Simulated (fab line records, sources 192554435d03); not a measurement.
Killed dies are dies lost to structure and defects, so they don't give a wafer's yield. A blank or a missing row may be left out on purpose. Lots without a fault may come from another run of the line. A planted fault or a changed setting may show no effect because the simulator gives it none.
fab line records | flow n5_finfet
record lots=5 wafers=15 last_day=17
route steps=1938 shown SD_EPI_N@279 SD_EPI_P@295
lots that met no fault: from a run of the same line without faults
start_h: hours from the record's first day to the start of the lot's first wafer shown | wait_h: hours since the lot's step before | " the same as in the row above | L1.1+2: a row that stands for several wafers | - no value, or no start given | * or withheld: withheld | < > ~ a bound
route shown NAME@n: a module of which the file shows steps, and the number in the route of the first | usual: mean/standard deviation of fault-free wafers | same: alike in all rows | chamber/n: place in a boat | sites: the reading at each site | _std_site: their standard deviation | _edge_site: outer sites' mean less inner sites' | radius_mm: how far each site lies from the wafer's centre | mask NAME#n: copy n | behind: the tool/chamber that last shaped the wafer | hold: why the lot was held/for how many hours/how that ended | device: the transistor (n, p or np) that didn't switch | end of line: the same wafers' tests at the end of the route | a step without rows: its recipe alone | killed: dies lost to structure and defects at the first sort, not the wafer's yield | map: a wafer's dies, x killed, . not, _ none there
set.NAME: the setting as run; set.NAME@STEP: as run at that earlier step | model.NAME: the simulator's own value behind a step, which no gauge read
lots at some steps of the route; a table a step, a row a wafer
services: from which hour (start_h, from the record's first day; less than 0 if before it) a tool's chamber was out of use, for how many hours, and why
## steps
# step N5_SD_EPI_N_ETCH_16
# recipe chemistry=CHF3/O2 target=SiO2 target_depth_a=50 mask_material=SOC pressure_mtorr=30 source_w=650 bias_w=170 Ar_flow_sccm=200 CHF3_flow_sccm=50 O2_flow_sccm=5 ion_energy_ev=200
# usual O2_flow_sccm=4.999/0.014 drypump_motor_current_A=5.6/0.56 oes_product_au=0.75/0.07 rf_vpp_V=525/6.8 showerhead_plenum_p_Torr=2.38/0.069 throttle_valve_pct=18.98/0.23
# columns lot.wafer tool chamber start_h wait_h O2_flow_sccm drypump_motor_current_A oes_product_au rf_hours_counter_h rf_vpp_V showerhead_plenum_p_Torr throttle_valve_pct
L077.1 rie_diel-05 0 70.34 0.1 4.989 6.1 0.96 9 518 2.37 18.52
L077.3 " 2 " " 4.983 5.5 0.69 212 538 2.48 18.73
L077.6 " 3 " " 5.012 6.0 0.73 - 529 2.50 19.25
L084.1 rie_diel-06 1 112.96 0.1 4.975 4.8 0.78 128 517 2.34 19.27
L084.2 " 3 " " 4.994 5.5 0.70 193 532 2.31 19.12
L084.6 " 1 " " 4.987 4.8 0.78 - 515 2.34 19.27
L088.1 rie_diel-06 0 134.02 0.1 4.989 5.6 0.79 148 525 2.44 18.98
L088.3 " 3 " " 4.996 5.4 0.70 201 533 2.31 19.13
L088.6 " 2 " " 4.993 6.6 0.68 - 520 2.29 18.92
L091.1 rie_diel-01 3 150.71 0.1 5.019 5.2 0.68 237 535 2.37 18.99
L091.2 " 1 " " 4.990 5.0 0.76 151 526 2.40 18.79
L091.4 " 0 " " 5.008 4.9 0.82 97 531 2.33 18.94
L094.2 rie_diel-06 1 167.96 0.1 5.004 4.9 0.77 149 516 2.34 19.30
L094.3 " 0 " " 4.983 5.6 0.77 162 523 2.43 19.02
L094.4 " 3 " " 4.988 5.4 0.69 216 531 2.30 19.16
# step N5_SD_EPI_N_STRIP_47
# recipe chemistry=CHF3/O2 resist=SiARC rf_frequency_hz=6e+07
# columns lot.wafer tool chamber start_h wait_h
L077.1+3+6 rie_diel-05 0,2,3 70.38 0.0
L084.1+2+6 rie_diel-06 1,3,1 113.00 0.0
L088.1+3+6 rie_diel-06 0,3,2 134.06 0.0
L091.1+2+4 rie_diel-01 3,1,0 150.75 0.0
L094.2+3+4 rie_diel-06 1,0,3 168.00 0.0
# step N5_SD_EPI_N_SD_RECESS_17
# recipe chemistry=HBr/Cl2/O2 target_depth_a=410 mask_material=SOC time_s=23.7 bt_time_s=3 pressure_mtorr=10 icp_w=800 bias_w=112 HBr_flow_sccm=150 Cl2_flow_sccm=80 O2_flow_sccm=12
# usual O2_flow_sccm=12.00/0.035 drypump_motor_current_A=5.6/0.47 oes_product_au=1.004/0.018 throttle_valve_pct=37.0/0.34
# columns lot.wafer tool chamber start_h wait_h O2_flow_sccm drypump_motor_current_A oes_product_au rf_hours_counter_h throttle_valve_pct
L077.1 rie_si-01 0 70.41 0.0 11.97 6.3 1.009 34 37.0
L077.3 " 3 " " 12.01 4.8 0.972 90 37.1
L077.6 " 2 " " 11.98 5.3 1.016 - 37.5
L084.1 rie_si-03 2 113.03 0.0 12.02 5.9 1.013 3 37.0
L084.2 " 1 " " 12.02 6.1 0.990 141 37.7
L084.6 " 1 " " 12.05 6.1 0.981 - 37.7
L088.1 rie_si-01 2 134.09 0.0 12.04 5.3 1.012 38 37.5
L088.3 " 3 " " 12.00 4.8 0.976 91 37.1
L088.6 " 1 " " 12.01 5.8 1.029 - 37.0
L091.1 rie_si-04 0 150.78 0.0 11.92 5.9 1.019 77 37.3
L091.2 " 3 " " 12.01 5.3 1.015 181 36.4
L091.4 " 1 " " 12.05 5.1 1.003 10 36.7
L094.2 rie_si-04 3 168.03 0.0 12.02 5.3 1.012 181 36.4
L094.3 " 0 " " 11.93 5.9 1.020 77 37.3
L094.4 " 1 " " 12.00 5.1 1.011 11 36.7
# step N5_SD_EPI_N_STRIP_38
# recipe chemistry=N2/H2 power_w=1000 temp_c=250 h2_frac=0.65 overash_fraction=0.3 pressure_mtorr=withheld n2_flow_sccm=1750 h2_flow_sccm=3250
# usual drypump_motor_current_A=5.59/0.25 heater_power_w=333/18 oes_product_au=0.762/0.012
# columns lot.wafer tool chamber start_h wait_h drypump_motor_current_A heater_power_w oes_product_au rf_hours_counter_h
L077.1 plasma_asher-02 0 70.50 0.1 5.37 348 0.772 30
L077.3 " 0 " " 5.37 345 0.750 -
L077.6 " 0 " " 5.42 337 0.754 -
L084.1 plasma_asher-02 1 113.12 0.1 5.80 320 0.743 39
L084.2 " 0 " " 5.35 347 0.742 39
L084.6 " 0 " " 5.36 343 0.766 -
L088.1 plasma_asher-01 0 134.19 0.1 5.33 349 0.765 107
L088.3 " 1 " " 5.88 314 0.762 -
L088.6 " 1 " " 5.86 308 0.762 -
L091.1 plasma_asher-01 1 150.87 0.1 5.88 308 0.778 111
L091.2 " 0 " " 5.35 350 0.758 111
L091.4 " 0 " " 5.34 355 0.762 -
L094.2 plasma_asher-01 0 168.13 0.1 5.38 363 0.762 117
L094.3 " 1 " " 5.91 318 0.772 -
L094.4 " 0 " " 5.37 359 0.735 -
# step N5_SD_EPI_N_WET_ETCH_43
# recipe chemistry=dHF dilution=withheld time_s=14 target=SiO2 target_depth_a=15 temp_c=25
# columns lot.wafer tool chamber start_h wait_h
L077.1+3+6 wet_bench-03 3,1,5 70.59 -
L084.1+2+6 wet_bench-04 4,6,5 113.21 -
L088.1+3+6 wet_bench-04 3,7,5 134.27 -
L091.1+2+4 wet_bench-02 5,2,1 150.96 -
L094.2+3+4 wet_bench-02 7,2,3 168.22 -
# step N5_SD_EPI_N_STRIP_18
# recipe chemistry=SPM time_s=750 temp_c=130 h2so4_h2o2_vol_ratio=4
# columns lot.wafer tool chamber start_h wait_h
L077.1+3+6 wet_bench-03 3,1,5 70.60 0.0
L084.1+2+6 wet_bench-04 4,6,5 113.22 0.0
L088.1+3+6 wet_bench-04 3,7,5 134.28 0.0
L091.1+2+4 wet_bench-02 5,2,1 150.97 0.0
L094.2+3+4 wet_bench-02 7,2,3 168.22 0.0
# step N5_SD_EPI_N_SRD_20
# recipe dry=ipa_marangoni do_ppb=5 time_s=30 temp_c=23 rinse_liquid=diw
# columns lot.wafer tool chamber start_h wait_h
L077.1+3+6 wet_bench-03 3,1,5 70.80 0.0
L084.1+2+6 wet_bench-04 4,6,5 113.43 0.0
L088.1+3+6 wet_bench-04 3,7,5 134.51 0.0
L091.1+2+4 wet_bench-02 5,2,1 151.17 0.0
L094.2+3+4 wet_bench-02 7,2,3 168.43 0.0
# step N5_SD_EPI_N_PRECLEAN_48
# recipe chemistry=NF3:NH3 afs_cycles=2 temp_c=30 time_s=20 sublimation_temp_c=180 sublimation_time_s=60 pressure_torr=3 rf_power_w=30
# same sublimation_time_s=60
# columns lot.wafer tool chamber start_h wait_h
L077.1+3+6 epi_rpcvd-03 0 70.85 0.0
L084.1+2+6 epi_rpcvd-01 0 113.48 0.0
L088.1+3+6 epi_rpcvd-03 0 134.56 0.0
L091.1+2+4 epi_rpcvd-02 0 151.22 0.0
L094.2+3+4 epi_rpcvd-01 0 168.54 0.1
# step N5_SD_EPI_N_VAPOR_ETCH_50
# recipe chemistry=HCl target=Si temp_c=775 time_s=54 pressure_torr=20 mode=isotropic
# usual throttle_valve_pct=11.8/0.38
# columns lot.wafer tool chamber start_h wait_h throttle_valve_pct
L077.1 epi_rpcvd-03 0 71.33 0.4 12.3
L077.3 " 0 " " 11.8
L077.6 " 0 " " 11.9
L084.1 epi_rpcvd-01 0 113.84 0.3 11.9
L084.2 " 0 " " 12.0
L084.6 " 0 " " 12.3
L088.1 epi_rpcvd-03 0 134.92 0.3 12.0
L088.3 " 0 " " 12.0
L088.6 " 0 " " 11.9
L091.1 epi_rpcvd-02 0 151.58 0.3 11.4
L091.2 " 0 " " 11.5
L091.4 " 0 " " 11.2
L094.2 epi_rpcvd-01 0 168.87 0.3 12.3
L094.3 " 0 " " 12.3
L094.4 " 0 " " 12.0
# step N5_SD_EPI_N_EPI_21
# recipe material=Si:P dopant=P temp_c=680 pressure_torr=255 time_s=690
# columns lot.wafer tool chamber start_h wait_h
L077.1+3+6 epi_rpcvd-03 0 71.57 0.2
L084.1+2+6 epi_rpcvd-01 0 114.02 0.1
L088.1+3+6 epi_rpcvd-03 0 135.10 0.1
L091.1+2+4 epi_rpcvd-02 0 151.76 0.1
L094.2+3+4 epi_rpcvd-01 0 169.30 0.4
# step N5_SD_EPI_N_EPI_MEAS_23
# recipe mode=xrd
# usual thk_nm=59.0/1.2
# columns lot.wafer tool chamber start_h wait_h thk_nm
L077.1 film_metro-02 - 73.85 1.9 59.7
L077.3 " - " " 57.9
L077.6 " - " " 58.1
L084.1 film_metro-02 - 115.75 1.5 58.8
L084.2 " - " " 58.7
L084.6 " - " " 60.1
L088.1 film_metro-02 - 136.82 1.4 57.9
L088.3 " - " " 58.1
L088.6 " - " " 59.9
L091.1 film_metro-02 - 153.48 1.4 58.4
L091.2 " - " " 59.8
L091.4 " - " " 58.4
L094.2 film_metro-02 - 170.74 1.2 61.6
L094.3 " - " " 60.0
L094.4 " - " " 58.6
# step N5_SD_EPI_N_PRECLEAN_24
# recipe chemistry=O3/DIW time_s=60 temp_c=22 o3_ppm=10
# columns lot.wafer tool chamber start_h wait_h
L077.1+3+6 wet_bench-02 3,6,0 73.89 0.0
L084.1+2+6 wet_bench-04 6,3,0 115.79 0.0
L088.1+3+6 wet_bench-03 5,0,4 136.86 0.0
L091.1+2+4 wet_bench-04 4,1,2 153.52 0.0
L094.2+3+4 wet_bench-04 3,1,5 170.77 0.0
# step N5_SD_EPI_N_SRD_25
# recipe time_s=30 temp_c=23 rinse_liquid=diw dry=ipa_marangoni
# columns lot.wafer tool chamber start_h wait_h
L077.1+3+6 wet_bench-02 3,6,0 73.91 0.0
L084.1+2+6 wet_bench-04 6,3,0 115.81 0.0
L088.1+3+6 wet_bench-03 5,0,4 136.88 0.0
L091.1+2+4 wet_bench-04 4,1,2 153.54 0.0
L094.2+3+4 wet_bench-04 3,1,5 170.79 0.0
# step N5_SD_EPI_N_PRECLEAN_49
# recipe chemistry=NF3:NH3 afs_cycles=1 temp_c=30 time_s=20 sublimation_temp_c=180 sublimation_time_s=60 pressure_torr=3 rf_power_w=30
# same sublimation_time_s=60
# columns lot.wafer tool chamber start_h wait_h
L077.1+3+6 remote_plasma-01 1 73.95 0.0
L084.1+2+6 remote_plasma-01 0 115.85 0.0
L088.1+3+6 remote_plasma-01 1 136.93 0.0
L091.1+2+4 remote_plasma-01 0 153.59 0.0
L094.2+3+4 remote_plasma-01 1 170.87 0.1
# step N5_SD_EPI_N_LINER_46
# recipe material=SiNx target_thk_a=30 temp_c=400 ald_precursor_family=SiH2I2 ald_co_reactant=N2/H2-plasma pressure_torr=2
# usual heater_power_w=857/64
# columns lot.wafer tool chamber start_h wait_h heater_power_w since_wet_clean_h
L077.1 ald_sin-03 3 74.51 0.5 922 172
L077.3 " 0 " " 963 172
L077.6 " 0 " " 966 -
L084.1 ald_sin-04 2 116.05 0.2 898 108
L084.2 " 1 " " 771 108
L084.6 " 0 " " 935 -
L088.1 ald_sin-04 0 137.13 0.2 935 129
L088.3 " 3 " " 859 129
L088.6 " 3 " " 876 -
L091.1 ald_sin-03 1 153.79 0.2 808 251
L091.2 " 3 " " 916 251
L091.4 " 2 " " 886 -
L094.2 ald_sin-03 2 171.04 0.1 895 268
L094.3 " 3 " " 940 268
L094.4 " 0 " " 959 268
# step N5_SD_EPI_N_INSPECT_26
# recipe inspect_instrument=darkfield mode=post_epi
# usual raw_defect_count=208/43
# columns lot.wafer tool chamber start_h wait_h raw_defect_count
L077.1 defect_inspect-02 - 74.76 0.1 188
L077.3 " - " " 191
L077.6 " - " " 242
L084.1 defect_inspect-02 - 116.30 0.1 161
L084.2 " - " " 168
L084.6 " - " " 141
L088.1 defect_inspect-02 - 137.38 0.1 238
L088.3 " - " " 273
L088.6 " - " " 196
L091.1 defect_inspect-02 - 154.04 0.1 249
L091.2 " - " " 251
L091.4 " - " " 320
L094.2 defect_inspect-02 - 171.29 0.1 262
L094.3 " - " " 290
L094.4 " - " " 192
# step N5_SD_EPI_P_COAT_34
# recipe resist=SOC temp_c=250 time_s=60 spin_rpm=1500 resist_thk_nm=350
# columns lot.wafer tool chamber start_h wait_h
L077.1+3+6 litho_track-05 0 74.79 0.0
L084.1+2+6 litho_track-05 0 116.34 0.0
L088.1+3+6 litho_track-05 0 137.41 0.0
L091.1+2+4 litho_track-03 0 154.07 0.0
L094.2+3+4 litho_track-05 0 171.32 0.0
# step N5_SD_EPI_P_COAT_35
# recipe resist=SiARC temp_c=220 time_s=60 spin_rpm=1500 resist_thk_nm=35
# columns lot.wafer tool chamber start_h wait_h
L077.1+3+6 litho_track-05 0 - -
L084.1+2+6 litho_track-05 0 - -
L088.1+3+6 litho_track-05 0 - -
L091.1+2+4 litho_track-03 0 - -
L094.2+3+4 litho_track-05 0 - -
# step N5_SD_EPI_P_COAT_03
# recipe resist=CAR-ArF-block spin_rpm=1500 resist_thk_nm=150
# columns lot.wafer tool chamber start_h wait_h
L077.1+3+6 litho_track-05 0 - -
L084.1+2+6 litho_track-05 0 - -
L088.1+3+6 litho_track-05 0 - -
L091.1+2+4 litho_track-03 0 - -
L094.2+3+4 litho_track-05 0 - -
# step N5_SD_EPI_P_EBR_05
# recipe solvent=PGMEA ebr_width_mm=1.5
# columns lot.wafer tool chamber start_h wait_h
L077.1+3+6 litho_track-05 0 - -
L084.1+2+6 litho_track-05 0 - -
L088.1+3+6 litho_track-05 0 - -
L091.1+2+4 litho_track-03 0 - -
L094.2+3+4 litho_track-05 0 - -
# step N5_SD_EPI_P_SOFTBAKE_04
# recipe temp_c=110 time_s=60 resist=CAR-ArF-block
# columns lot.wafer tool chamber start_h wait_h
L077.1+3+6 litho_track-05 0 - -
L084.1+2+6 litho_track-05 0 - -
L088.1+3+6 litho_track-05 0 - -
L091.1+2+4 litho_track-03 0 - -
L094.2+3+4 litho_track-05 0 - -
# step N5_SD_EPI_P_EXPOSE_06
# recipe mask_id=SD_P_BLK na=1.35 source_shape=conventional sigma_outer=0.8 polarization=unpolarized target_cd_nm=240 dose_mj=39.5
# columns lot.wafer tool chamber start_h wait_h mask
L077.1+3+6 arfi_scanner-02 0 74.91 - SD_P_BLK#0
L084.1+2+6 arfi_scanner-03 0 116.58 - SD_P_BLK#0
L088.1+3+6 arfi_scanner-02 0 137.65 - SD_P_BLK#0
L091.1+2+4 arfi_scanner-02 0 154.31 - SD_P_BLK#0
L094.2+3+4 arfi_scanner-03 0 171.57 - SD_P_BLK#0
# step N5_SD_EPI_P_PEB_07
# recipe peb_temp_c=110 peb_time_s=60 resist=CAR-ArF-block
# columns lot.wafer tool chamber start_h wait_h
L077.1+3+6 litho_track-05 0 74.97 0.1
L084.1+2+6 litho_track-03 0 116.64 0.1
L088.1+3+6 litho_track-05 0 137.71 0.1
L091.1+2+4 litho_track-02 0 154.37 0.1
L094.2+3+4 litho_track-05 0 171.62 0.0
# step N5_SD_EPI_P_DEVELOP_08
# recipe develop_time_s=30 developer=TMAH resist=CAR-ArF-block dev_temp_c=23 rinse_liquid=diw dry=air_spin
# usual developer_temp_C=22.99/0.11
# columns lot.wafer tool chamber start_h wait_h developer_temp_C
L077.1 litho_track-05 0 - - 22.94
L077.3 " 0 " " 23.05
L077.6 " 0 " " 23.07
L084.1 litho_track-03 0 - - 23.15
L084.2 " 0 " " 23.10
L084.6 " 0 " " 23.14
L088.1 litho_track-05 0 - - 23.02
L088.3 " 0 " " 22.98
L088.6 " 0 " " 22.95
L091.1 litho_track-02 0 - - 22.93
L091.2 " 0 " " 22.94
L091.4 " 0 " " 23.03
L094.2 litho_track-05 0 - - 22.96
L094.3 " 0 " " 22.77
L094.4 " 0 " " 22.74
# step N5_SD_EPI_P_CD_MEAS_09
# recipe target_cd_nm=240 landing_energy_ev=500 detector=se_inlens
# usual cd_nm=240.3/0.82
# columns lot.wafer tool chamber start_h wait_h cd_nm
L077.1 cd_sem-01 0 75.03 - 239.0
L077.3 " 0 " " 238.4
L077.6 " 0 " " 239.6
L084.1 cd_sem-01 0 116.70 - 240.3
L084.2 " 0 " " 240.7
L084.6 " 0 " " 241.4
L088.1 cd_sem-03 0 137.78 - 240.3
L088.3 " 0 " " 240.2
L088.6 " 0 " " 239.1
L091.1 cd_sem-03 0 154.43 - 239.6
L091.2 " 0 " " 239.3
L091.4 " 0 " " 240.3
L094.2 cd_sem-01 0 171.69 - 240.4
L094.3 " 0 " " 241.2
L094.4 " 0 " " 240.3
# step N5_SD_EPI_P_OVL_MEAS_10
# recipe points_per_wafer=44
# usual SD_P_BLK_OVL=0.0/0.64
# columns lot.wafer tool chamber start_h wait_h SD_P_BLK_OVL[nm]
L077.1 overlay-02 0 75.06 0.0 -0.3
L077.3 " 0 " " -1.4
L077.6 " 0 " " 0.4
L084.1 overlay-02 0 116.73 0.0 0.5
L084.2 " 0 " " 0.3
L084.6 " 0 " " 0.8
L088.1 overlay-02 0 137.81 0.0 0.9
L088.3 " 0 " " 0.6
L088.6 " 0 " " 0.4
L091.1 overlay-01 0 154.46 0.0 -1.7
L091.2 " 0 " " -1.4
L091.4 " 0 " " -0.6
L094.2 overlay-01 0 171.72 0.0 0.1
L094.3 " 0 " " -0.7
L094.4 " 0 " " -0.7
# step N5_SD_EPI_P_INSPECT_11
# recipe mode=adi inspect_instrument=macro
# usual raw_defect_count=1.9/1.5
# columns lot.wafer tool chamber start_h wait_h raw_defect_count
L077.1 defect_inspect-01 - 75.09 0.0 2
L077.3 " - " " 0
L077.6 " - " " 2
L084.1 defect_inspect-02 - 116.76 0.0 2
L084.2 " - " " 5
L084.6 " - " " 1
L088.1 defect_inspect-01 - 137.83 0.0 1
L088.3 " - " " 0
L088.6 " - " " 2
L091.1 defect_inspect-01 - 154.49 0.0 0
L091.2 " - " " 3
L091.4 " - " " 3
L094.2 defect_inspect-02 - 171.74 0.0 1
L094.3 " - " " 1
L094.4 " - " " 3
# step N5_SD_EPI_P_DESCUM_14
# recipe chemistry=O2 time_s=7.9 source_power_w=50 bias_power_w=20 pressure_mtorr=20 rf_frequency_hz=2.712e+07 temp_c=40 resist=CAR-ArF-block o2_flow_sccm=225
# usual drypump_motor_current_A=5.7/0.39 oes_product_au=0.77/0.077 rf_vpp_V=243.4/1.4 showerhead_plenum_p_Torr=2.10/0.085 throttle_valve_pct=20.43/0.21
# columns lot.wafer tool chamber start_h wait_h drypump_motor_current_A oes_product_au rf_hours_counter_h rf_vpp_V showerhead_plenum_p_Torr throttle_valve_pct
L077.1 rie_diel-03 3 75.12 0.0 5.5 0.73 152 244.3 2.18 20.38
L077.3 " 1 " " 5.7 0.81 111 244.7 2.10 20.11
L077.6 " 3 " " 5.5 0.73 - 243.8 2.18 20.38
L084.1 rie_diel-03 3 116.79 0.0 5.5 0.72 165 245.7 2.18 20.40
L084.2 " 1 " " 5.7 0.79 122 244.1 2.09 20.12
L084.6 " 2 " " 6.0 0.78 - 240.9 2.00 20.43
L088.1 rie_diel-04 1 137.86 0.0 5.2 0.69 223 245.1 2.17 20.64
L088.3 " 3 " " 6.3 0.89 36 245.3 2.24 20.55
L088.6 " 2 " " 5.8 0.75 - 243.5 2.07 20.25
L091.1 rie_diel-03 1 154.83 0.3 5.7 0.78 134 243.8 2.09 20.14
L091.2 " 3 " " 5.5 0.71 177 242.6 2.17 20.42
L091.4 " 2 " " 6.0 0.77 160 243.5 2.00 20.47
L094.2 rie_diel-04 1 171.78 0.0 5.2 0.68 234 244.0 2.16 20.65
L094.3 " 3 " " 6.3 0.87 46 244.9 2.23 20.59
L094.4 " 2 " " 5.8 0.74 161 243.3 2.07 20.27
# step N5_SD_EPI_P_ETCH_36
# recipe chemistry=CF4 target=SiARC target_depth_a=455 mask_material=CAR-ArF-block time_s=75.8 ion_energy_ev=80 pressure_mtorr=40 source_w=545 bias_w=36 Ar_flow_sccm=100 cf4_flow_sccm=100 ends=cleared
# usual drypump_motor_current_A=5.7/0.38 etch_rf_on_time_s=76.4/1.5 oes_product_au=0.65/0.061 rf_vpp_V=184.2/1.2 showerhead_plenum_p_Torr=2.15/0.076 throttle_valve_pct=15.64/0.16
# columns lot.wafer tool chamber start_h wait_h drypump_motor_current_A etch_rf_on_time_s oes_product_au rf_hours_counter_h rf_vpp_V showerhead_plenum_p_Torr throttle_valve_pct
L077.1 rie_diel-03 3 75.16 0.0 5.5 76.2 0.63 152 186.6 2.23 15.62
L077.3 " 1 " " 5.7 74.9 0.70 111 183.4 2.16 15.35
L077.6 " 3 " " 5.6 75.7 0.63 - 185.3 2.23 15.60
L084.1 rie_diel-03 3 116.83 0.0 5.5 76.3 0.62 165 184.5 2.22 15.63
L084.2 " 1 " " 5.7 75.2 0.68 122 184.4 2.15 15.39
L084.6 " 2 " " 6.0 75.6 0.67 - 182.9 2.06 15.66
L088.1 rie_diel-04 1 137.90 0.0 5.2 78.5 0.58 223 184.7 2.20 15.72
L088.3 " 3 " " 6.3 78.6 0.74 36 186.8 2.27 15.56
L088.6 " 2 " " 5.8 75.5 0.64 - 183.7 2.14 15.61
L091.1 rie_diel-03 1 154.86 0.0 5.7 75.3 0.67 134 184.5 2.15 15.42
L091.2 " 3 " " 5.5 77.6 0.61 177 186.3 2.22 15.66
L091.4 " 2 " " 6.0 76.6 0.65 160 183.4 2.06 15.69
L094.2 rie_diel-04 1 171.81 0.0 5.2 78.5 0.57 234 185.7 2.20 15.73
L094.3 " 3 " " 6.3 77.8 0.73 46 184.6 2.27 15.58
L094.4 " 2 " " 5.8 74.9 0.63 161 184.8 2.14 15.65
# step N5_SD_EPI_P_ETCH_37
# recipe chemistry=N2/H2 target=SOC overetch_a=1080 mask_material=SiARC temp_c=40 ion_energy_ev=100 source_w=3000 bias_w=133 pressure_mtorr=20 time_s=486 n2_flow_sccm=200 h2_flow_sccm=200 ends=end_point
# usual drypump_motor_current_A=5.7/0.39 oes_product_au=0.69/0.063 rf_vpp_V=240.8/1.6 showerhead_plenum_p_Torr=2.55/0.096 throttle_valve_pct=23.89/0.28
# columns lot.wafer tool chamber start_h wait_h drypump_motor_current_A oes_product_au rf_hours_counter_h rf_vpp_V showerhead_plenum_p_Torr throttle_valve_pct
L077.1 rie_diel-03 3 75.21 0.0 5.5 0.66 152 243.3 2.65 23.63
L077.3 " 1 " " 5.7 0.71 111 239.5 2.55 23.52
L077.6 " 3 " " 5.5 0.66 - 242.9 2.65 23.65
L084.1 rie_diel-03 3 116.88 0.0 5.5 0.65 165 243.5 2.65 23.66
L084.2 " 1 " " 5.7 0.71 122 240.7 2.55 23.54
L084.6 " 2 " " 6.1 0.69 - 239.6 2.45 23.99
L088.1 rie_diel-04 1 137.96 0.0 5.2 0.61 223 242.0 2.62 24.19
L088.3 " 3 " " 6.3 0.79 36 244.3 2.70 24.07
L088.6 " 2 " " 5.8 0.67 - 240.9 2.53 23.50
L091.1 rie_diel-03 1 154.92 0.0 5.7 0.70 134 241.2 2.54 23.54
L091.2 " 3 " " 5.5 0.64 177 242.3 2.64 23.66
L091.4 " 2 " " 6.0 0.68 161 239.4 2.44 24.00
L094.2 rie_diel-04 1 171.87 0.0 5.2 0.61 234 241.1 2.62 24.22
L094.3 " 3 " " 6.3 0.77 46 243.3 2.69 24.10
L094.4 " 2 " " 5.8 0.66 161 240.0 2.53 23.52
# step N5_SD_EPI_P_STRIP_38
# recipe chemistry=N2/H2 temp_c=40 n2_flow_sccm=200 h2_flow_sccm=200 rf_frequency_hz=6e+07
# columns lot.wafer tool chamber start_h wait_h
L077.1+3+6 rie_diel-03 3,1,3 75.53 0.2
L084.1+2+6 rie_diel-03 3,1,2 117.20 0.2
L088.1+3+6 rie_diel-04 1,3,2 138.27 0.2
L091.1+2+4 rie_diel-03 1,3,2 155.23 0.2
L094.2+3+4 rie_diel-04 1,3,2 172.18 0.2
# step N5_SD_EPI_P_ETCHBACK_46
# recipe chemistry=CH3F/O2 mode=anisotropic_etchback target=SiNx target_depth_a=175 stop_on=SiO2 over_etch_frac=0.3 ion_energy_ev=120 pressure_mtorr=30 source_w=395 bias_w=73 Ar_flow_sccm=150 CH3F_flow_sccm=30 O2_flow_sccm=20
# usual O2_flow_sccm=20.00/0.06 drypump_motor_current_A=5.7/0.39 oes_product_au=0.65/0.061 rf_vpp_V=297/5.5 showerhead_plenum_p_Torr=2.01/0.076 throttle_valve_pct=16.41/0.16
# columns lot.wafer tool chamber start_h wait_h O2_flow_sccm drypump_motor_current_A oes_product_au rf_hours_counter_h rf_vpp_V showerhead_plenum_p_Torr throttle_valve_pct
L077.1 rie_diel-03 3 75.54 0.0 19.99 5.5 0.63 153 293 2.08 16.33
L077.3 " 1 " " 19.82 5.7 0.69 111 304 2.02 16.17
L077.6 " 3 " " 19.93 5.5 0.63 - 293 2.08 16.33
L084.1 rie_diel-03 3 117.21 0.0 19.98 5.6 0.62 166 293 2.08 16.35
L084.2 " 1 " " 20.05 5.7 0.68 123 306 2.02 16.19
L084.6 " 2 " " 20.11 6.0 0.67 - 297 1.91 16.37
L088.1 rie_diel-04 1 138.28 0.0 19.97 5.2 0.59 223 302 2.07 16.55
L088.3 " 3 " " 20.04 6.3 0.75 36 292 2.14 16.36
L088.6 " 2 " " 20.02 5.8 0.64 - 291 2.00 16.38
L091.1 rie_diel-03 1 155.24 0.0 19.97 5.7 0.67 134 305 2.02 16.20
L091.2 " 3 " " 20.04 5.5 0.61 177 292 2.07 16.38
L091.4 " 2 " " 19.90 6.0 0.66 161 297 1.91 16.40
L094.2 rie_diel-04 1 172.19 0.0 20.04 5.2 0.58 234 301 2.07 16.59
L094.3 " 3 " " 20.02 6.3 0.74 46 292 2.13 16.36
L094.4 " 2 " " 20.03 5.8 0.63 161 290 2.00 16.41
# step N5_SD_EPI_P_ETCH_47
# recipe chemistry=CH3F/O2 target=SiOCN target_depth_a=250 mask_material=SOC ion_energy_ev=60 bias_w=29 pressure_mtorr=30 source_w=410 Ar_flow_sccm=150 CH3F_flow_sccm=30 O2_flow_sccm=20
# usual O2_flow_sccm=20.00/0.062 drypump_motor_current_A=5.7/0.39 oes_product_au=0.76/0.073 rf_vpp_V=127.4/2.3 showerhead_plenum_p_Torr=2.01/0.076 throttle_valve_pct=16.39/0.16
# columns lot.wafer tool chamber start_h wait_h O2_flow_sccm drypump_motor_current_A oes_product_au rf_hours_counter_h rf_vpp_V showerhead_plenum_p_Torr throttle_valve_pct
L077.1 rie_diel-03 3 75.64 0.1 20.02 5.5 0.73 153 126.6 2.08 16.31
L077.3 " 1 " " 20.04 5.7 0.80 111 130.3 2.03 16.14
L077.6 " 3 " " 20.01 5.5 0.73 - 125.6 2.08 16.29
L084.1 rie_diel-03 3 117.31 0.1 19.94 5.5 0.72 166 124.9 2.08 16.32
L084.2 " 1 " " 20.00 5.7 0.80 123 130.1 2.02 16.17
L084.6 " 2 " " 20.09 6.0 0.78 - 126.9 1.91 16.35
L088.1 rie_diel-04 1 138.38 0.1 19.97 5.2 0.69 223 130.6 2.07 16.55
L088.3 " 3 " " 19.95 6.3 0.87 36 125.3 2.14 16.34
L088.6 " 2 " " 19.84 5.8 0.74 - 123.4 2.00 16.35
L091.1 rie_diel-03 2 155.34 0.1 20.02 6.0 0.77 161 127.8 1.91 16.37
L091.2 " 3 " " 19.95 5.5 0.71 177 124.6 2.07 16.35
L091.4 " 1 " " 19.91 5.6 0.80 135 129.4 2.02 16.17
L094.2 rie_diel-04 1 172.29 0.1 19.95 5.2 0.67 234 128.5 2.07 16.57
L094.3 " 3 " " 19.92 6.3 0.85 46 126.8 2.13 16.34
L094.4 " 2 " " 20.00 5.8 0.74 161 124.5 2.00 16.36
## services
# columns tool chamber start_h hours kind
rie_diel-05 1 57.17 13.0 repair
rie_diel-04 1 57.30 7.8 repair
wet_bench-02 - 59.62 2.6 repair
epi_rpcvd-02 - 63.94 1.9 repair
rie_si-04 0 78.27 18.3 repair
rie_diel-06 0 82.08 7.0 repair
arfi_scanner-03 - 84.24 1.3 pm
ald_sin-03 3 88.61 - calibration
rie_si-01 0 90.11 5.1 repair
rie_diel-01 - 90.23 0.2 repair
arfi_scanner-02 0 106.08 - calibration
arfi_scanner-02 - 106.73 1.3 pm
rie_diel-04 3 116.29 12.9 repair
arfi_scanner-03 - 121.41 0.3 repair
arfi_scanner-02 - 123.43 1.0 pm
epi_rpcvd-03 - 123.86 6.0 pm
rie_si-01 3 125.67 4.9 repair
epi_rpcvd-02 - 136.96 1.3 repair
wet_bench-02 - 146.14 2.6 repair
arfi_scanner-02 - 147.21 2.1 repair
rie_diel-05 - 147.49 16.3 repair
plasma_asher-02 - 154.00 17.9 repair
rie_diel-01 1 164.18 2.6 repair
arfi_scanner-02 - 165.16 0.8 pm
## key
fault none
